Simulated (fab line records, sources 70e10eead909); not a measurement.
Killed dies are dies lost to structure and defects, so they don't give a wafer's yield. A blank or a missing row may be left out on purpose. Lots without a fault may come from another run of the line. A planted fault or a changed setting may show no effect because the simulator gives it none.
Which tool did it? | flow nand_harc | 24 lots, 72 wafers sampled, at 5 steps of a route of 1159

WHAT THE GAUGES READ, wafer by wafer
NHARC_P_M0_OVL_MEAS_10: pitch 180 nm.
lot  | measured     | on         | overlay_x_nm (nm) | overlay_y_nm (nm)
L074 | day 6 06:14  | overlay-01 | -0.3 0.1 0.2      | -1.1 -0.7 -1.1
L075 | day 6 05:43  | overlay-02 | -1.3 -1.2 -1.5    | -0.7 -0.5 -0.8
L077 | day 6 15:34  | overlay-01 | 0.1 -0.2 0.1      | -0.2 0.1 0.1
L076 | day 6 15:58  | overlay-01 | 0.4 0.1 0.4       | 0.1 -0.6 0.1
L078 | day 6 16:22  | overlay-01 | 0.8 1.2 0.5       | 1.0 1.3 1.2
L079 | day 7 03:01  | overlay-01 | -0.8 -0.8 -1.1    | 0.1 -0.2 0.5
L081 | day 7 11:26  | overlay-02 | 0.7 0.4 0.1       | -0.3 -0.9 -0.2
L080 | day 7 10:51  | overlay-02 | 0.6 0.2 0.2       | -0.1 0.1 -0.4
L082 | day 7 23:17  | overlay-02 | -0.3 -0.6 0.2     | -0.6 -0.6 -1.2
L084 | day 8 05:41  | overlay-02 | -0.9 -1.2 -1.0    | -1.3 -1.8 -1.5
L083 | day 8 16:10  | overlay-01 | 0.7 0.7 1.2       | -0.6 0.2 0.1
L085 | day 9 03:52  | overlay-01 | 0.6 0.9 0.3       | 1.1 1.1 1.7
L086 | day 9 03:08  | overlay-02 | -0.1 0.8 0.1      | -0.4 -1.0 -1.1
L087 | day 9 02:52  | overlay-01 | -0.1 0.4 -0.1     | -0.4 -0.6 -0.9
L088 | day 9 02:42  | overlay-02 | 0.1 0.1 0.2       | -1.6 -1.6 -1.7
L090 | day 10 02:10 | overlay-01 | 0.5 0.9 0.8       | -0.5 -0.1 0.2
L089 | day 10 01:37 | overlay-01 | 0.7 0.8 0.7       | -0.2 -0.4 -0.1
L091 | day 10 02:49 | overlay-01 | 2.3 2.2 2.2       | 0.8 0.1 1.1
L093 | day 10 09:32 | overlay-01 | -0.2 -0.2 0.3     | 0.6 0.3 0.2
L092 | day 10 10:27 | overlay-02 | 0.1 -0.1 0.2      | -0.9 -1.3 -1.1
L094 | day 10 17:41 | overlay-02 | -0.1 0.1 0.1      | 0.8 1.1 1.4
L095 | day 10 22:49 | overlay-01 | 0.4 0.4 0.1       | -0.8 -0.9 -1.2
L096 | day 11 08:48 | overlay-02 | 0.1 0.4 0.5       | -0.7 -1.0 -0.9
L097 | day 11 12:53 | overlay-01 | -0.5 -0.8 -0.5    | 0.4 0.5 0.8

WHICH TOOL RAN EACH LOT (tool, then ch and the chambers of the sampled wafers, then the start)
lot  | NHARC_P_STI_CMP_21           | NHARC_P_GATE_STRIP_75                | NHARC_P_CONTACT_ETCH_36                       | NHARC_P_CONTACT_ALD_22
L074 | cmp-02 ch 2,3, day 3 11:33   | plasma_asher-02 ch 0,1, day 5 09:10  | rie_diel-09 ch 0,2,3, day 5 19:22 or earlier  | ald_metal-04 ch 2,3, day 5 19:22
L075 | cmp-01 ch 0,1,2, day 3 11:38 | plasma_asher-02 ch 0,1, day 5 08:47  | rie_diel-02 ch 0,1, day 5 18:50 or earlier    | ald_metal-01 ch 1,2, day 5 18:50
L077 | cmp-03 ch 1,2,3, day 3 23:38 | plasma_asher-01 ch 0,1, day 5 22:55  | rie_diel-09 ch 1,3, day 6 08:23 or earlier    | ald_metal-02 ch 0,2,3, day 6 08:23
L076 | cmp-01 ch 0,2,3, day 3 23:38 | plasma_asher-01 ch 0,1, day 5 23:49  | rie_diel-02 ch 0,2, day 6 09:31 or earlier    | ald_metal-01 ch 1,3, day 6 09:31
L078 | cmp-03 ch 0,2,3, day 4 08:16 | plasma_asher-02 ch 0,1, day 6 03:28  | rie_diel-02 ch 0,2,3, day 6 12:58 or earlier  | ald_metal-04 ch 1,2, day 6 12:58
L079 | cmp-01 ch 1,2, day 4 15:11   | plasma_asher-01 ch 0,1, day 6 13:45  | rie_diel-02 ch 0,2,3, day 6 23:12 or earlier  | ald_metal-02 ch 0,2,3, day 6 23:12
L081 | cmp-03 ch 0,1, day 5 00:07   | plasma_asher-01 ch 0,1, day 6 23:34  | rie_diel-09 ch 0,1,3, day 7 09:04 or earlier  | ald_metal-04 ch 1,2, day 7 09:04
L080 | cmp-01 ch 0,2,3, day 5 00:08 | plasma_asher-01 ch 0,1, day 6 23:11  | rie_diel-09 ch 0,2,3, day 7 08:34 or earlier  | ald_metal-02 ch 0,2,3, day 7 08:34
L082 | cmp-03 ch 0,2,3, day 5 09:30 | plasma_asher-01 ch 0,1, day 7 11:38  | rie_diel-02 ch 1,3, day 7 20:59 or earlier    | ald_metal-01 ch 2,3, day 7 20:59
L084 | cmp-01 ch 1,2, day 5 18:29   | plasma_asher-02 ch 0,1, day 7 17:36  | rie_diel-02 ch 0,1,3, day 8 03:08 or earlier  | ald_metal-04 ch 0,2,3, day 8 03:08
L083 | cmp-02 ch 0,1,3, day 5 18:32 | plasma_asher-02 ch 0,1, day 7 18:14  | rie_diel-09 ch 0,2,3, day 8 08:34 or earlier  | ald_metal-02 ch 0,1, day 8 08:34
L085 | cmp-01 ch 2,3, day 6 14:14   | plasma_asher-01 ch 0,1, day 8 16:24  | rie_diel-02 ch 1,2,3, day 9 01:47 or earlier  | ald_metal-04 ch 1,2,3, day 9 01:47
L086 | cmp-02 ch 1,2,3, day 6 14:14 | plasma_asher-01 ch 0,1, day 8 10:27  | rie_diel-09 ch 0,1,2, day 8 20:47 or earlier  | ald_metal-01 ch 0,2,3, day 8 20:47
L087 | cmp-03 ch 2,3, day 6 14:14   | plasma_asher-01 ch 0,1, day 8 10:04  | rie_diel-09 ch 0,2,3, day 8 20:38 or earlier  | ald_metal-01 ch 0,2,3, day 8 20:38
L088 | cmp-03 ch 2,3, day 6 14:25   | plasma_asher-01 ch 0,1, day 8 11:08  | rie_diel-05 ch 1,2,3, day 8 20:48 or earlier  | ald_metal-04 ch 0,2,3, day 8 20:48
L090 | cmp-01 ch 0,3, day 7 08:09   | plasma_asher-01 ch 1, day 9 06:32    | rie_diel-02 ch 0,3, day 9 15:46 or earlier    | ald_metal-01 ch 0,2,3, day 9 15:46
L089 | cmp-03 ch 0,2,3, day 7 08:17 | plasma_asher-01 ch 0,1, day 9 05:48  | rie_diel-09 ch 1,2,3, day 9 15:19 or earlier  | ald_metal-04 ch 1,2,3, day 9 15:19
L091 | cmp-01 ch 1,2, day 7 12:32   | plasma_asher-02 ch 0,1, day 9 12:24  | rie_diel-09 ch 0,1, day 9 21:41 or earlier    | ald_metal-02 ch 1,2,3, day 9 21:41
L093 | cmp-03 ch 0,2,3, day 7 21:12 | plasma_asher-01 ch 0,1, day 9 21:20  | rie_diel-05 ch 1,2,3, day 10 07:24 or earlier | ald_metal-01 ch 0,1,3, day 10 07:24
L092 | cmp-01 ch 0,1,3, day 7 21:14 | plasma_asher-02 ch 1, day 9 22:04    | rie_diel-09 ch 2,3, day 10 08:11 or earlier   | ald_metal-02 ch 0,3, day 10 08:11
L094 | cmp-01 ch 1,3, day 8 05:41   | plasma_asher-02 ch 0,1, day 10 05:40 | rie_diel-09 ch 2,3, day 10 15:10 or earlier   | ald_metal-01 ch 0,2, day 10 15:10
L095 | cmp-02 ch 0,2, day 8 12:17   | plasma_asher-01 ch 0, day 10 10:04   | rie_diel-02 ch 2,3, day 10 19:59 or earlier   | ald_metal-01 ch 0,1,2, day 10 19:59
L096 | cmp-02 ch 1,2,3, day 8 19:08 | plasma_asher-02 ch 1, day 10 20:30   | rie_diel-09 ch 0,2,3, day 11 06:28 or earlier | ald_metal-01 ch 0,3, day 11 06:28
L097 | cmp-01 ch 0,1,2, day 9 02:55 | plasma_asher-02 ch 0,1, day 11 00:33 | rie_diel-09 ch 0,1, day 11 10:25 or earlier   | ald_metal-02 ch 0,1,2, day 11 10:25
- NHARC_P_STI_CMP_21: polishes, t overpolish 20 s, target thk 380.67 nm.
- NHARC_P_GATE_STRIP_75: strips in O2.
- NHARC_P_CONTACT_ETCH_36: etches the open film in N2/H2, target depth 260 nm, time 406.25 s.
- NHARC_P_CONTACT_ALD_22: deposits TiN, target thk 3 nm, pulse time 1 s, ald cycles 150.

WHAT THE TOOLS THEMSELVES READ (means of the sampled wafers that have a number; where no wafer has one, the mark that the record gives instead)
NHARC_P_STI_CMP_21.
lot  | tool   | motor_current_A (A) | overpolish_run_s (s)
L074 | cmp-02 | 13.0                | 19.996
L075 | cmp-01 | 11.9                | 19.995
L077 | cmp-03 | 13.0                | 19.994
L076 | cmp-01 | 11.2                | 20.008
L078 | cmp-03 | 12.7                | 20.004
L079 | cmp-01 | 12.0                | 20.008
L081 | cmp-03 | 13.1                | 20.001
L080 | cmp-01 | 11.1                | 19.999
L082 | cmp-03 | 13.1                | 19.997
L084 | cmp-01 | 11.9                | 19.997
L083 | cmp-02 | 13.3                | 19.999
L085 | cmp-01 | 11.4                | 19.998
L086 | cmp-02 | 12.8                | 19.995
L087 | cmp-03 | 12.6                | 19.994
L088 | cmp-03 | 13.6                | 20.004
L090 | cmp-01 | 10.8                | 20.005
L089 | cmp-03 | 12.8                | 20.004
L091 | cmp-01 | 11.9                | 20.006
L093 | cmp-03 | 13.1                | 19.997
L092 | cmp-01 | 11.3                | 19.998
L094 | cmp-01 | 12.0                | 19.996
L095 | cmp-02 | 13.1                | 20.007
L096 | cmp-02 | 13.1                | 19.994
L097 | cmp-01 | 12.0                | 20.000

NHARC_P_GATE_STRIP_75.
lot  | tool            | drypump_motor_current_A (A) | heater_power_w (W)
L074 | plasma_asher-02 | 6.2                         | 313
L075 | plasma_asher-02 | 6.4                         | 308
L077 | plasma_asher-01 | 5.8                         | 323
L076 | plasma_asher-01 | 5.8                         | 324
L078 | plasma_asher-02 | 6.2                         | 308
L079 | plasma_asher-01 | 5.8                         | 319
L081 | plasma_asher-01 | 5.8                         | 323
L080 | plasma_asher-01 | 5.8                         | 321
L082 | plasma_asher-01 | 5.8                         | 322
L084 | plasma_asher-02 | 6.2                         | 310
L083 | plasma_asher-02 | 6.4                         | 310
L085 | plasma_asher-01 | 5.8                         | 318
L086 | plasma_asher-01 | 5.8                         | 320
L087 | plasma_asher-01 | 5.8                         | 322
L088 | plasma_asher-01 | 5.8                         | 322
L090 | plasma_asher-01 | 5.8                         | 316
L089 | plasma_asher-01 | 5.8                         | 322
L091 | plasma_asher-02 | 6.2                         | 301
L093 | plasma_asher-01 | 5.8                         | 325
L092 | plasma_asher-02 | 6.6                         | 302
L094 | plasma_asher-02 | 6.4                         | 303
L095 | plasma_asher-01 | 5.9                         | 324
L096 | plasma_asher-02 | 6.6                         | 303
L097 | plasma_asher-02 | 6.2                         | 303

NHARC_P_CONTACT_ETCH_36.
lot  | tool        | drypump_motor_current_A (A) | oes_product_au (a.u.) | rf_vpp_V (V) | showerhead_plenum_p_Torr (Torr) | throttle_valve_pct (%)
L074 | rie_diel-09 | 5.9                         | 1.004                 | 430.4        | 2.06                            | 14.172
L075 | rie_diel-02 | 5.6                         | 0.998                 | 429.3        | 2.00                            | 14.170
L077 | rie_diel-09 | 5.8                         | 1.003                 | 434.5        | 2.19                            | 14.167
L076 | rie_diel-02 | 5.3                         | 1.001                 | 427.1        | 1.92                            | 14.180
L078 | rie_diel-02 | 5.5                         | 1.014                 | 427.8        | 1.95                            | 14.165
L079 | rie_diel-02 | 5.5                         | 1.002                 | 429.0        | 1.95                            | 14.172
L081 | rie_diel-09 | 5.7                         | 1.011                 | 430.7        | 2.09                            | 14.176
L080 | rie_diel-09 | 5.9                         | 0.999                 | 431.2        | 2.06                            | 14.172
L082 | rie_diel-02 | 5.9                         | 1.009                 | 429.3        | 1.99                            | 14.173
L084 | rie_diel-02 | 5.7                         | 1.006                 | 429.0        | 1.98                            | 14.163
L083 | rie_diel-09 | 5.9                         | 1.008                 | 431.0        | 2.06                            | 14.166
L085 | rie_diel-02 | 5.7                         | 1.001                 | 429.6        | 1.96                            | 14.174
L086 | rie_diel-09 | 5.5                         | 1.002                 | 429.6        | 2.04                            | 14.170
L087 | rie_diel-09 | 5.9                         | 1.003                 | 431.4        | 2.06                            | 14.172
L088 | rie_diel-05 | 5.8                         | 1.001                 | 431.1        | 2.03                            | 14.171
L090 | rie_diel-02 | 5.4                         | 0.993                 | 428.5        | 1.97                            | 14.172
L089 | rie_diel-09 | 5.6                         | 0.994                 | 433.0        | 2.13                            | 14.160
L091 | rie_diel-09 | 5.5                         | 1.006                 | 429.3        | 2.00                            | 14.171
L093 | rie_diel-05 | 5.8                         | 1.003                 | 430.0        | 2.03                            | 14.161
L092 | rie_diel-09 | 6.1                         | 1.005                 | 433.3        | 2.15                            | 14.169
L094 | rie_diel-09 | 5.9                         | 1.004                 | 432.6        | 2.09                            | 14.178
L095 | rie_diel-02 | 5.7                         | 1.005                 | 427.8        | 1.95                            | 14.170
L096 | rie_diel-09 | 5.9                         | 1.004                 | 430.4        | 2.06                            | 14.166
L097 | rie_diel-09 | 5.5                         | 1.014                 | 429.9        | 2.00                            | 14.174

NHARC_P_CONTACT_ALD_22.
lot  | tool         | heater_power_w (W) | precursor_pulse_height_rel
L074 | ald_metal-04 | 1066               | 0.999
L075 | ald_metal-01 | 978                | 1.003
L077 | ald_metal-02 | 947                | 1.018
L076 | ald_metal-01 | 966                | 1.016
L078 | ald_metal-04 | 1024               | 0.993
L079 | ald_metal-02 | 957                | 1.001
L081 | ald_metal-04 | 1035               | 0.994
L080 | ald_metal-02 | 954                | 0.996
L082 | ald_metal-01 | 1018               | 0.999
L084 | ald_metal-04 | 1111               | 0.997
L083 | ald_metal-02 | 1229               | 0.993
L085 | ald_metal-04 | 1061               | 1.005
L086 | ald_metal-01 | 956                | 0.992
L087 | ald_metal-01 | 964                | 1.010
L088 | ald_metal-04 | 1105               | 1.004
L090 | ald_metal-01 | 965                | 1.001
L089 | ald_metal-04 | 1065               | 1.010
L091 | ald_metal-02 | 1034               | 0.998
L093 | ald_metal-01 | 946                | 1.007
L092 | ald_metal-02 | 971                | 0.996
L094 | ald_metal-01 | 964                | 0.987
L095 | ald_metal-01 | 918                | 1.018
L096 | ald_metal-01 | 923                | 0.998
L097 | ald_metal-02 | 1088               | 0.986

THE ANSWER, worked out from the rows above alone
Rule: what is usual is taken from the lots themselves. Put in order of their means at a reading, lots are off if they are a third of the lots or fewer, leave a main group of 4 or more, and stand apart from it by a gap of 3 or more times the standard deviation of the main group's means; of several such gaps the widest counts. A main group whose means are all the same, to the digits that the tables above print for the reading, isn't used. A lot without any number at a reading at which 4 lots or more have one is off too. The other lots that the step has rows for count as sound. The gauges are gone through in route order, then the tools' own readings, and for those a lot's mean is taken as printed above. The first step at which some lot is off is used, and at that step the reading that is off furthest; a lot without a number counts as furthest.
No lot is off at any reading shown: from this, nothing can be told.

WHAT THE SIMULATOR HAD PUT IN
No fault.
